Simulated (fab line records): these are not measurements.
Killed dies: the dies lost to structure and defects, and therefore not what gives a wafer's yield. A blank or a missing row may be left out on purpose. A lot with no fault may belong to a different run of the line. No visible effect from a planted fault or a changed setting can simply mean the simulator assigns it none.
What tool caused it?	flow n5_finfet	36 wafers from 12 lots sampled at 3 of the route's 1938 steps

WHAT EACH GAUGE READ, for each wafer
N5_BEOL_M3_RS_MEAS_58: a four-point-probe measurement.
lot	measured	on	M3_RS (ohm/sq)
L076	day 7 22:20	film_metro-01	0.64 0.72 0.69
L074	day 8 09:13	film_metro-01	0.69 0.72 0.72
L078	day 8 14:36	film_metro-02	0.64 0.75 0.64
L081	day 9 03:39	film_metro-02	0.66 0.71 0.66
L083	day 9 22:52	film_metro-01	0.73 0.69 0.62
L085	day 10 07:34	film_metro-01	0.72 0.65 0.65
L087	day 10 22:04	film_metro-02	0.74 0.68 0.68
L089	day 11 08:43	film_metro-01	0.69 0.66 0.70
L090	day 11 18:01	film_metro-01	0.73 0.67 0.67
L094	day 12 10:19	film_metro-01	0.71 0.69 0.61
L095	day 12 23:07	film_metro-01	0.64 0.64 0.67
L097	day 13 04:25	film_metro-01	0.75 0.64 0.72

WHICH TOOL RAN EACH LOT (tool, then ch and the chambers of the sampled wafers, then the start)
lot	N5_BEOL_M3_ANNEAL_93	N5_BEOL_M3_ANNEAL_51
L076	pvd_sputter-03, day 7 20:55	rtp_anneal-02 ch 0, day 7 21:34
L074	pvd_sputter-02, day 8 07:47	rtp_anneal-01 ch 0, day 8 08:21
L078	pvd_sputter-01, day 8 13:01	rtp_anneal-02 ch 0, day 8 13:43
L081	pvd_sputter-03, day 9 01:46	rtp_anneal-01 ch 0, day 9 02:47
L083	pvd_sputter-03, day 9 21:25	rtp_anneal-01 ch 0, day 9 22:01
L085	pvd_sputter-01, day 10 06:08	rtp_anneal-01 ch 0, day 10 06:44
L087	pvd_sputter-02, day 10 20:31	rtp_anneal-01 ch 0, day 10 21:04
L089	pvd_sputter-01, day 11 07:16	rtp_anneal-01 ch 0, day 11 07:52
L090	pvd_sputter-02, day 11 16:07	rtp_anneal-01 ch 0, day 11 16:50
L094	pvd_sputter-03, day 12 08:47	rtp_anneal-02 ch 0, day 12 09:23
L095	pvd_sputter-03, day 12 21:41	rtp_anneal-01 ch 0, day 12 22:17
L097	pvd_sputter-02, day 13 03:00	rtp_anneal-01 ch 0, day 13 03:39
- N5_BEOL_M3_ANNEAL_93: time 240 s.
- N5_BEOL_M3_ANNEAL_51: time 90 s.

THE ANSWER, worked out from the rows above alone
Rule: what is usual is taken from the lots themselves. The widest of any qualifying gaps counts: lots, ordered by their means at a reading, are off when they make up no more than a third of the lots, leave a main group of 4 or more, and stand apart from it by 3 or more times the standard deviation of that group's means. A main group whose means are all the same, to the digits that the tables above print for the reading, isn't used. Also off: a lot with no number at a reading for which 4 or more lots have one. All remaining lots with rows at the step are treated as sound.
Across all readings shown, no lot is off: no conclusion can be drawn from this.

WHAT THE SIMULATOR HAD INSERTED
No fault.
